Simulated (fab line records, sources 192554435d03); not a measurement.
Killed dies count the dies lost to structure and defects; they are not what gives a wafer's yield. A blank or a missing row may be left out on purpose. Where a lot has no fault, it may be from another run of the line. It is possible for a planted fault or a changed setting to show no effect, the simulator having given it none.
fab line records | flow n5-finfet
[record] lots = 6 wafers = 16 last-day = 18
route steps=1938 shown BEOL_M1@781 BEOL_M4@1111 PASSIVATION@1936
lots untouched by any fault: they come from a run of this same line in which no faults occurred
start-h: the number of hours between the record's first day and the start of the first shown wafer of the lot | wait-h: time in hours since the lot's previous step | " same as the row above | L1.1+2: one row covering several wafers at once | - no value, or no start was given | * or withheld: withheld | < > ~ a bound
route shown NAME@n: NAME is a module with steps in the file, n the number in the route of the first one | usual: mean and standard deviation over wafers with no fault | same: alike in all rows | chamber/n: place in a boat | sites: each site's reading | _std_site: the values' standard deviation | _edge_site: the outer-site mean with the inner-site mean subtracted | radius-mm: for every site, how far away it sits from the centre of the wafer | mask NAME#n: copy n | behind: tool/chamber where the wafer was last shaped | hold: the reason the lot was held/the length of the hold in hours/how it ended | device: names the non-switching transistor (n, p or np) | end of line: the route-end tests of the same wafers | step lacking rows: just its recipe | killed: at the first sort, the dies lost to defects and structure; wafer yield is something else | map: a wafer's dies, marking killed ones x, the rest . and places with no die _
set.NAME: the run value of the setting; set.NAME@STEP: its run value at that earlier step | model.NAME: the simulator's own value behind a step, which no gauge read
certain route steps with their lots: each step a table, each wafer a row
services: the hour from which a tool's chamber was out of use, counted from the record's first day as start-h (under 0 if before that day), plus the number of hours and why
[[steps]]
[step N5_BEOL_M1_EBR_24]
[recipe] solvent = PGMEA ebr-width-mm = 1.5
[step N5_BEOL_M1_SOFTBAKE_23]
[recipe] temp-c = 110 time-s = 60 resist = CAR-EUV
[step N5_BEOL_M1_EXPOSE_25]
[recipe] mask-id = V0 na = 0.33 source-shape = quasar sigma-inner = 0.2 sigma-outer = 0.8 polarization = unpolarized defocus-nm = 5 target-cd-nm = 24 dose-mj = 63
[step N5_BEOL_M1_PEB_26]
[recipe] peb-temp-c = 100 peb-time-s = 60 resist = CAR-EUV
[step N5_BEOL_M1_DEVELOP_27]
[recipe] develop-time-s = 30 developer = TMAH resist = CAR-EUV rinse-liquid = surfactant-rinse dry = air-spin dev-temp-c = 23
[step N5_BEOL_M1_CD_MEAS_28]
[recipe] landing-energy-ev = 500 detector = se-inlens target-cd-y-nm = 23.3
[usual] cd-nm = 23.94/0.25
// columns lot.wafer tool chamber start-h wait-h cd-nm
L768.1 cd-sem-02 0 133.51 - 23.95
L768.5 " 0 " " 24.08
L768.6 " 0 " " 24.13
L773.1 cd-sem-01 0 164.82 - 23.97
L773.4 " 0 " " 23.77
L773.5 " 0 " " 23.43
L776.5 cd-sem-01 0 186.30 - 23.73
L776.6 " 0 " " 24.20
L777.3 cd-sem-02 0 188.44 - 24.33
L777.6 " 0 " " 24.23
L784.2 cd-sem-03 0 229.68 - 24.01
L784.3 " 0 " " 23.73
L784.5 " 0 " " 23.53
L789.1 cd-sem-02 0 263.95 - 23.91
L789.2 " 0 " " 23.77
L789.5 " 0 " " 23.81
[step N5_BEOL_M1_OVL_MEAS_29]
[recipe] points-per-wafer = 522
[usual] V0_OVL = -0.2/0.69
// columns lot.wafer tool chamber start-h wait-h V0_OVL[nm]
L768.1 overlay-02 0 133.54 0.0 -0.1
L768.5 " 0 " " -1.4
L768.6 " 0 " " -1.0
L773.1 overlay-01 0 164.85 0.0 -1.3
L773.4 " 0 " " -1.8
L773.5 " 0 " " -1.3
L776.5 overlay-02 0 186.35 0.0 -0.3
L776.6 " 0 " " 0.5
L777.3 overlay-01 0 188.48 0.0 -0.5
L777.6 " 0 " " 0.8
L784.2 overlay-01 0 229.71 0.0 0.1
L784.3 " 0 " " 0.1
L784.5 " 0 " " -0.3
L789.1 overlay-02 0 263.98 0.0 1.0
L789.2 " 0 " " -0.2
L789.5 " 0 " " 0.0
[step N5_BEOL_M1_INSPECT_30]
[recipe] mode = adi inspect-instrument = brightfield
[usual] raw-defect-count = 415/110
// columns lot.wafer tool chamber start-h wait-h raw-defect-count
L768.1 defect-inspect-02 - 133.60 0.1 444
L768.5 " - " " 677
L768.6 " - " " 570
L773.1 defect-inspect-02 - 164.91 0.1 587
L773.4 " - " " 464
L773.5 " - " " 629
L776.5 defect-inspect-02 - 186.39 0.0 303
L776.6 " - " " 336
L777.3 defect-inspect-02 - 188.52 0.0 356
L777.6 " - " " 426
L784.2 defect-inspect-02 - 229.77 0.0 790
L784.3 " - " " 720
L784.5 " - " " 448
L789.1 defect-inspect-02 - 264.04 0.1 366
L789.2 " - " " 318
L789.5 " - " " 355
[step N5_BEOL_M1_DESCUM_33]
[recipe] chemistry = O2 time-s = 7 source-power-w = 50 bias-power-w = 20 pressure-mtorr = 20 rf-frequency-hz = 2.712e+07 temp-c = 40 resist = CAR-EUV o2-flow-sccm = 225
[usual] drypump-motor-current-A = 5.8/0.53 oes-product-au = 0.76/0.081 rf-vpp-V = 243.0/1.4 showerhead-plenum-p-Torr = 2.09/0.071 throttle-valve-pct = 20.33/0.28
[same] time-s = 7
// columns lot.wafer tool chamber start-h wait-h drypump-motor-current-A oes-product-au rf-hours-counter-h rf-vpp-V showerhead-plenum-p-Torr throttle-valve-pct
L768.1 rie-diel-06 3 133.64 0.0 5.2 0.73 157 241.6 2.02 20.50
L768.5 " 2 " " 6.2 0.91 - 243.3 2.03 20.28
L768.6 " 3 " " 5.2 0.73 - 242.2 2.02 20.47
L773.1 rie-diel-04 3 164.95 0.0 5.9 0.69 230 239.4 1.98 20.43
L773.4 " 1 " " 6.3 0.72 193 243.4 2.15 19.96
L773.5 " 2 " " 4.9 0.73 - 243.8 2.17 20.41
L776.5 rie-diel-02 3 186.67 0.3 6.5 0.72 - 244.8 2.04 20.16
L776.6 " 2 " " 6.3 0.74 - 240.6 2.03 20.63
L777.3 rie-diel-02 1 188.56 0.0 5.1 0.69 229 243.8 2.14 20.17
L777.6 " 1 " " 5.1 0.68 - 244.7 2.15 20.17
L784.2 rie-diel-04 1 229.84 0.1 6.3 0.69 213 243.7 2.14 19.97
L784.3 " 0 " " 5.3 0.73 167 243.7 2.16 20.35
L784.5 " 2 " " 4.9 0.71 - 243.5 2.17 20.41
L789.1 rie-diel-06 2 264.07 0.0 6.2 0.86 55 241.5 2.01 20.33
L789.2 " 3 " " 5.2 0.69 193 241.3 2.00 20.56
L789.5 " 2 " " 6.2 0.85 - 242.7 2.01 20.33
[step N5_BEOL_M1_ETCH_77]
[recipe] chemistry = N2/H2 target = underlayer target-depth-a = 65 mask-material = CAR-EUV time-s = 5.2 ion-energy-ev = 200 pressure-mtorr = 30 source-w = 840 bias-w = 150 n2-flow-sccm = 200 h2-flow-sccm = 200 ends = cleared
[usual] drypump-motor-current-A = 5.8/0.53 etch-rf-on-time-s = 5.20/0.19 h2-flow-sccm = 200.0/0.61 n2-flow-sccm = 200.0/0.57 oes-product-au = 0.65/0.073 rf-vpp-V = 523.8/2.7 showerhead-plenum-p-Torr = 2.54/0.088 throttle-valve-pct = 17.79/0.29
// columns lot.wafer tool chamber start-h wait-h drypump-motor-current-A etch-rf-on-time-s h2-flow-sccm n2-flow-sccm oes-product-au rf-hours-counter-h rf-vpp-V showerhead-plenum-p-Torr throttle-valve-pct
L768.1 rie-diel-06 3 133.67 0.0 5.2 5.03 200.0 199.9 0.63 157 518.3 2.45 18.05
L768.5 " 2 " " 6.2 5.05 200.4 199.2 0.80 - 524.1 2.48 17.81
L768.6 " 3 " " 5.2 5.04 200.1 200.1 0.64 - 522.7 2.45 18.04
L773.1 rie-diel-04 3 164.98 0.0 5.9 5.48 199.6 200.5 0.58 230 521.2 2.40 17.82
L773.4 " 1 " " 6.2 5.27 200.4 200.9 0.61 193 525.9 2.65 17.75
L773.5 " 2 " " 4.9 5.11 199.0 199.9 0.64 - 525.0 2.62 17.72
L776.5 rie-diel-02 3 186.70 0.0 6.4 5.61 200.1 200.5 0.58 - 526.0 2.54 17.93
L776.6 " 2 " " 6.4 5.13 200.0 199.8 0.62 - 517.2 2.43 17.93
L777.3 rie-diel-02 1 188.59 0.0 5.1 5.17 199.9 199.8 0.60 229 526.8 2.61 17.66
L777.6 " 1 " " 5.1 5.13 199.7 200.5 0.59 - 527.7 2.61 17.62
L784.2 rie-diel-04 1 229.88 0.0 6.2 5.29 200.2 200.6 0.60 213 525.8 2.64 17.75
L784.3 " 0 " " 5.3 5.40 200.4 200.4 0.62 167 526.5 2.65 17.92
L784.5 " 2 " " 4.8 5.14 200.4 199.1 0.62 - 526.0 2.61 17.73
L789.1 rie-diel-06 2 264.11 0.0 6.1 5.08 200.2 199.7 0.73 55 522.4 2.47 17.88
L789.2 " 3 " " 5.2 5.14 198.9 200.0 0.61 193 520.1 2.43 18.12
L789.5 " 2 " " 6.2 5.09 201.2 200.2 0.74 - 523.6 2.47 17.87
[step N5_BEOL_M1_ETCH_69]
[recipe] chemistry = CF4 target = SiARC target-depth-a = 156 mask-material = CAR-EUV time-s = 26 ion-energy-ev = 80 pressure-mtorr = 40 source-w = 545 bias-w = 36 Ar_flow_sccm = 100 cf4-flow-sccm = 100 ends = cleared
[usual] drypump-motor-current-A = 5.8/0.53 etch-rf-on-time-s = 25.9/0.91 oes-product-au = 0.65/0.072 rf-vpp-V = 184.0/1.2 showerhead-plenum-p-Torr = 2.14/0.071 throttle-valve-pct = 15.57/0.19
// columns lot.wafer tool chamber start-h wait-h drypump-motor-current-A etch-rf-on-time-s oes-product-au rf-hours-counter-h rf-vpp-V showerhead-plenum-p-Torr throttle-valve-pct
L768.1 rie-diel-06 3 133.69 0.0 5.2 25.5 0.63 157 183.5 2.04 15.51
L768.5 " 2 " " 6.2 25.4 0.78 - 184.1 2.10 15.60
L768.6 " 3 " " 5.2 25.7 0.63 - 183.6 2.04 15.51
L773.1 rie-diel-04 3 165.00 0.0 5.9 27.5 0.58 230 182.4 2.04 15.80
L773.4 " 1 " " 6.3 26.0 0.62 193 184.3 2.23 15.46
L773.5 " 2 " " 4.9 25.4 0.64 - 185.4 2.21 15.65
L776.5 rie-diel-02 3 186.74 0.0 6.5 28.4 0.58 - 184.1 2.13 15.69
L776.6 " 2 " " 6.3 25.3 0.62 - 181.7 2.04 15.58
L777.3 rie-diel-02 1 188.61 0.0 5.1 26.3 0.58 229 185.4 2.21 15.53
L777.6 " 1 " " 5.1 26.1 0.59 - 184.9 2.21 15.52
L784.2 rie-diel-04 1 229.89 0.0 6.3 26.2 0.61 213 185.3 2.22 15.50
L784.3 " 0 " " 5.3 26.7 0.62 167 185.2 2.21 15.65
L784.5 " 2 " " 4.9 25.7 0.63 - 186.3 2.21 15.69
L789.1 rie-diel-06 2 264.12 0.0 6.1 25.3 0.73 55 182.9 2.09 15.68
L789.2 " 3 " " 5.2 25.9 0.60 193 184.4 2.03 15.56
L789.5 " 2 " " 6.2 25.5 0.74 - 184.6 2.09 15.68
[step N5_BEOL_M1_ALD_98]
[recipe] material = SiO2 target-thk-a = 25 temp-c = 100 ald-precursor-family = BDEAS ald-co-reactant = O2-plasma pulse-time-s = 1 co-reactant-pulse-time-s = 1 purge-time-s = 2 co-reactant-purge-time-s = 2 ald-cycles = 17 pressure-torr = 2
[usual] heater-power-w = 79/7.3 precursor-pulse-height-rel = 1.001/0.019
[same] pulse-time-s = 1
// columns lot.wafer tool chamber start-h wait-h heater-power-w precursor-pulse-height-rel
L768.1 ald-sin-01 2 133.77 0.1 62 1.035
L768.5 " 1 " " 86 0.996
L768.6 " 3 " " 75 1.032
L773.1 ald-sin-03 2 165.08 0.1 91 0.970
L773.4 " 1 " " 79 0.995
L773.5 " 2 " " 93 0.958
L776.5 ald-sin-03 3 187.27 0.5 78 1.009
L776.6 " 0 " " 77 1.002
L777.3 ald-sin-02 2 188.69 0.1 74 1.001
L777.6 " 2 " " 75 1.021
L784.2 ald-sin-01 2 229.98 0.1 63 0.987
L784.3 " 3 " " 70 0.981
L784.5 " 0 " " 80 0.983
L789.1 ald-sin-03 3 264.21 0.1 80 0.988
L789.2 " 1 " " 80 0.993
L789.5 " 1 " " 80 1.009
[step N5_BEOL_M1_ETCHBACK_99]
[recipe] chemistry = CHF3 target = SiO2 target-depth-a = 50 time-s = 10.4 source-w = 215 bias-w = 47 Ar_flow_sccm = 200 CHF3_flow_sccm = 12 ion-energy-ev = 100 pressure-mtorr = 30
[usual] drypump-motor-current-A = 5.8/0.55 oes-product-au = 0.75/0.082 rf-vpp-V = 238/5.7 showerhead-plenum-p-Torr = 2.15/0.074 throttle-valve-pct = 16.97/0.21
[same] time-s = 10.4
// columns lot.wafer tool chamber start-h wait-h drypump-motor-current-A oes-product-au rf-hours-counter-h rf-vpp-V showerhead-plenum-p-Torr throttle-valve-pct model.CAR-EUV_of_BEOL_M1_COAT_22.thk-nm
L768.1 rie-diel-06 0 137.94 4.1 5.9 0.73 182 247 2.22 17.24 10.6
L768.5 " 2 " " 6.1 0.92 - 234 2.13 17.17 10.4
L768.6 " 3 " " 5.2 0.74 - 236 2.04 16.89 10.6
L773.1 rie-diel-04 1 165.74 0.6 6.2 0.73 193 241 2.23 16.82 10.4
L773.4 " 2 " " 4.9 0.74 195 237 2.20 16.93 10.4
L773.5 " 1 " " 6.3 0.73 - 243 2.23 16.80 10.2
L776.5 rie-diel-04 2 189.32 2.0 4.9 0.73 - 236 2.20 16.95 10.4
L776.6 " 1 " " 6.3 0.86 - 242 2.22 16.80 10
L777.3 rie-diel-04 1 192.51 3.8 6.3 0.72 200 241 2.22 16.82 10.6
L777.6 " 2 " " 4.9 0.88 - 236 2.20 16.93 10.2
L784.2 rie-diel-02 3 234.59 4.6 6.5 0.68 205 235 2.14 17.19 10.4
L784.3 " 1 " " 5.1 0.70 241 249 2.18 16.80 10.2
L784.5 " 2 " " 6.3 0.72 - 230 2.06 17.13 10.4
L789.1 rie-diel-02 3 271.07 6.8 6.4 0.68 216 234 2.14 17.21 10.6
L789.2 " 2 " " 6.3 0.72 212 230 2.05 17.15 10.4
L789.5 " 0 " " 6.4 0.91 - 241 2.17 16.61 10.4
[step N5_BEOL_M1_ETCH_70]
[recipe] chemistry = N2/H2 target = SOC target-depth-a = 800 overetch-a = 160 mask-material = SiARC temp-c = 40 time-s = 120 ion-energy-ev = 200 pressure-mtorr = 30 source-w = 840 bias-w = 150 n2-flow-sccm = 200 h2-flow-sccm = 200
[usual] drypump-motor-current-A = 5.8/0.55 h2-flow-sccm = 200.1/0.55 n2-flow-sccm = 199.9/0.59 oes-product-au = 0.58/0.055 rf-vpp-V = 524.0/2.6 showerhead-plenum-p-Torr = 2.55/0.094 throttle-valve-pct = 17.73/0.25
[same] time-s = 120
// columns lot.wafer tool chamber start-h wait-h drypump-motor-current-A h2-flow-sccm n2-flow-sccm oes-product-au rf-hours-counter-h rf-vpp-V showerhead-plenum-p-Torr throttle-valve-pct
L768.1 rie-diel-06 0 137.98 0.0 5.9 200.5 200.2 0.56 182 526.7 2.66 18.09
L768.5 " 2 " " 6.2 200.5 200.7 0.68 - 521.5 2.48 17.74
L768.6 " 3 " " 5.2 199.5 200.5 0.56 - 521.3 2.45 18.00
L773.1 rie-diel-04 1 165.78 0.0 6.3 199.7 199.5 0.56 193 526.3 2.65 17.71
L773.4 " 2 " " 4.9 200.0 199.8 0.57 195 525.4 2.62 17.66
L773.5 " 1 " " 6.3 199.6 200.8 0.56 - 526.2 2.65 17.70
L776.5 rie-diel-04 2 189.38 0.0 4.9 200.0 200.1 0.57 - 524.9 2.62 17.70
L776.6 " 1 " " 6.3 200.1 199.4 0.55 - 526.9 2.65 17.72
L777.3 rie-diel-04 1 192.54 0.0 6.3 200.3 200.2 0.55 200 526.6 2.65 17.69
L777.6 " 2 " " 4.9 199.2 199.2 0.56 - 527.0 2.62 17.69
L784.2 rie-diel-02 3 234.62 0.0 6.5 200.6 200.9 0.55 205 523.1 2.54 17.93
L784.3 " 1 " " 5.1 200.0 199.4 0.53 241 525.0 2.61 17.62
L784.5 " 2 " " 6.3 199.0 200.0 0.55 - 520.7 2.43 17.91
L789.1 rie-diel-02 3 271.11 0.0 6.4 199.5 200.2 0.54 216 522.2 2.53 17.96
L789.2 " 2 " " 6.3 199.7 199.9 0.54 212 520.1 2.42 17.93
L789.5 " 0 " " 6.4 200.6 200.5 0.69 - 525.4 2.58 17.28
[step N5_BEOL_M4_RC_MEAS_101]
[usual] DIBL_N = 37.0/2.3 DIBL_P = 37.3/2.8 IOFF_N = 0.17/0.046 IOFF_P = 0.23/0.054 ION_N = 675/14 ION_P = 460/9.3 SS_N = 71.7/0.73 SS_P = 73.6/0.95 VT_N = 249/3.9 VT_P = -250/3.9
// columns lot.wafer tool chamber start-h wait-h DIBL_N[mV/V] DIBL_P[mV/V] IOFF_N[nA/um] IOFF_P[nA/um] ION_N[uA/um] ION_P[uA/um] SS_N[mV/dec] SS_P[mV/dec] VT_N[mV] VT_P[mV]
L768.1 prober-02 0 173.23 0.0 36.9 36.2 0.19 0.22 675 455 71.6 73.3 245 -250
L768.5 " 0 " " 37.7 38.0 0.20 0.26 681 469 71.6 74.2 246 -248
L768.6 " 0 " " 34.2 33.5 0.11 0.17 648 449 70.9 72.7 256 -256
L773.1 prober-01 0 209.26 0.0 34.9 35.9 0.13 0.15 669 448 71.1 73.2 255 -260
L773.4 " 0 " " 34.7 36.1 0.13 0.16 667 455 71.3 73.0 252 -257
L773.5 " 0 " " 39.3 40.4 0.22 0.21 689 456 72.4 74.9 247 -253
L776.5 prober-01 0 225.99 0.6 35.5 33.5 0.13 0.19 665 466 71.2 73.2 253 -250
L776.6 " 0 " " 34.6 33.9 0.12 0.20 669 466 71.9 72.5 254 -250
L777.3 prober-01 0 235.72 0.3 39.7 38.7 0.21 0.24 677 461 72.4 73.9 246 -251
L777.6 " 0 " " 36.7 35.2 0.15 0.18 662 457 71.8 72.4 250 -251
L784.2 prober-01 0 286.86 0.2 32.4 33.9 0.12 0.14 668 449 72.0 71.9 252 -257
L784.3 " 0 " " 31.7 34.1 0.11 0.15 659 455 70.6 72.5 255 -256
L784.5 " 0 " " 33.6 35.0 0.13 0.16 662 448 71.6 73.5 253 -254
L789.1 prober-01 0 317.82 0.0 38.0 41.1 0.18 0.23 674 454 72.3 74.7 250 -254
L789.2 " 0 " " 38.0 40.4 0.19 0.21 681 459 72.0 73.8 250 -251
L789.5 " 0 " " 37.7 39.3 0.19 0.20 666 449 72.0 74.9 249 -256
[step N5_PASSIVATION_PROBE_49]
[usual] defect-limited-yield = 91.5/1.3 killed_at_M0_to_M3 = 36/10 killed_at_M4_up = 13/4.7 killed-at-contacts = 13/6.7 killed-at-front-end = 37/9.7 killed-at-other = 2.6/2.3 killed-dies = 101/15 killed-open = 67/12 killed-short = 32/6.7 sort_bin_5_function = 5.0/0.89 sort_bin_6_memory = 3.2/0.63 sort_bin_8_speed = 0.01/0.03 sort-n-pass = 1079/16 sort-yield-pct = 91.4/1.4
[same] gross-dies = 1180 killed-at-back-side = 0 sort_bin_4_leakage[%] = 0
// columns lot.wafer tool chamber start-h wait-h defect-limited-yield[%] killed_at_M0_to_M3 killed_at_M4_up killed-at-contacts killed-at-front-end killed-at-other killed-dies killed-open killed-short sort_bin_5_function[%] sort_bin_6_memory[%] sort_bin_8_speed[%] sort-n-pass sort-yield-pct[%]
L777.3 prober-02 - 349.49 0.1 89.8 47 16 17 34 6 120 78 34 6.1 3.3 0 1060 89.8
L777.6 prober-02 - 349.64 0.3 90.0 34 22 17 44 1 118 71 31 5.5 3.1 0 1062 90.0
// killed by level:class
L777.3 MOL_CONTACT_COAG:geometric-particle:open=15 BEOL_M2:geometric-particle:open=14 BEOL_M4:geometric-particle:open=11 BEOL_M1:geometric-particle:open=9 BEOL_M0_SAQP:geometric-particle:short=8 BEOL_M0_SAQP:geometric-particle:open=7 HKMG_FIN:area-etch=7 GATE_CUT:geometric-particle:short=5
L777.6 BEOL_M4:geometric-particle:open=16 MOL_CONTACT_COAG:geometric-particle:open=14 HKMG_FIN:area-etch=10 STI_FIN_REVEAL:geometric-particle:open=8 BEOL_M2:geometric-particle:open=7 BEOL_M2:geometric-particle:short=6 BEOL_M1:geometric-particle:open=5 BEOL_M0_SAQP:geometric-particle:open=4
[[services]]
// columns tool chamber start-h hours kind
ald-sin-03 2 128.68 2.9 repair
rie-diel-02 0 133.14 - clean
rie-diel-02 0 133.14 - consumable-replace:focus-ring
rie-diel-02 0 133.14 16.0 scheduled-down
rie-diel-02 0 133.14 16.0 vent-cycle
rie-diel-04 2 140.05 19.5 repair
ald-sin-01 1 150.80 4.8 repair
ald-sin-01 3 162.13 2.0 repair
ald-sin-03 3 163.57 4.5 repair
ald-sin-01 - 177.72 14.0 pm
rie-diel-04 3 180.80 1.6 repair
ald-sin-01 - 193.89 14.6 pm
rie-diel-02 1 222.31 5.3 repair
rie-diel-04 3 237.79 - clean
rie-diel-04 3 237.79 - consumable-replace:focus-ring
rie-diel-04 3 237.79 - consumable-replace:showerhead
rie-diel-04 3 237.79 23.2 scheduled-down
rie-diel-04 3 237.79 23.2 vent-cycle
ald-sin-02 - 256.71 0.8 repair
ald-sin-02 1 260.50 3.4 repair
ald-sin-02 - 264.50 6.1 pm
rie-diel-02 1 267.30 - clean
rie-diel-02 1 267.30 - consumable-replace:esc
ald-sin-03 - 268.67 14.0 pm
[[key]]
first-sign none at tools or gauges
[model-effect] step = N5_BEOL_M1_ETCHBACK_99 value = CAR-EUV_of_BEOL_M1_COAT_22.thk-nm without = 10.5 struck = 10.1
met-at N5_BEOL_M1_ETCHBACK_99
struck-wafers L776.6,L777.6
[baseline-loss] step = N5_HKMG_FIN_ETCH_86 wafers = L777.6
onset-between 165.74 189.32
[fault] kind = process-parameter-drift tool = rie-diel-04 chamber = - onset-h = 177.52 steps = N5_BEOL_M1_ETCHBACK_99 channel = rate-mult offset = 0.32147 shape = step end-h = 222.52 scope = struck-wafers-only
// baseline-loss: these wafers lose ten dies or more at that step, a loss of the line's own and not of a fault; the sort's usual values leave them out
